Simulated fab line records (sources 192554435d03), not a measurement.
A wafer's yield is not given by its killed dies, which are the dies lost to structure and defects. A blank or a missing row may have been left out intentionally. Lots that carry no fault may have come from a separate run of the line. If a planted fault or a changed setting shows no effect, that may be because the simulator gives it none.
Chamber matching -- flow n5-finfet -- rie-diel-05 running N5_SDB_HM_OPEN_20: 4 sister chambers
The step chemistry CH3F/O2, target SiNx, stops on poly-Si, target depth 24 nm. 8 wafers are shown with their chamber, then 7 later ones without.

== WAFERS WITH THEIR CHAMBER ==
wafer,chamber,showerhead-plenum-p-Torr (Torr),throttle-valve-pct (%)
L074.4,0,2.11,15.99
L076.2,0,2.11,16.00
L076.4,1,1.97,16.55
L083.2,3,1.99,16.21
L086.2,1,1.96,16.61
L086.3,3,1.99,16.21
L089.3,2,2.07,16.00
L089.5,2,2.07,16.00

== WAFERS MISSING THEIR CHAMBER ==
wafer,showerhead-plenum-p-Torr (Torr),throttle-valve-pct (%)
L089.6,1.99,16.24
L092.2,1.98,16.26
L092.3,2.07,16.00
L092.4,2.07,16.01
L097.1,1.96,16.12
L097.4,2.09,16.09
L097.5,1.98,16.28

== THE CHAMBER EACH PASSED THROUGH ==
wafer,from the rows above,in truth
L089.6,3,3
L092.2,3,3
L092.3,2,2
L092.4,2,2
L097.1,3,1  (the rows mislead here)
L097.4,can't be placed: 2 or 0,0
L097.5,3,3
Placed correctly: 5 of 7. Not placeable from these rows: 1 (in 1, the candidates include the true chamber). Placed wrongly: 1.
How it was worked out, from the rows above alone: a wafer's distance from a chamber is the root of the sum, over the readings, of the square of ((its reading less the chamber's mean) divided by the reading's scatter). If the next closest chamber is less than 2 further off than the closest, the wafer can't be placed; otherwise it belongs to the closest. Each chamber's mean is taken over the wafers shown for it. The scatter: the root of (the sum of the squares of (reading less its chamber's mean) over the shown wafers, divided by (wafers less chambers)).
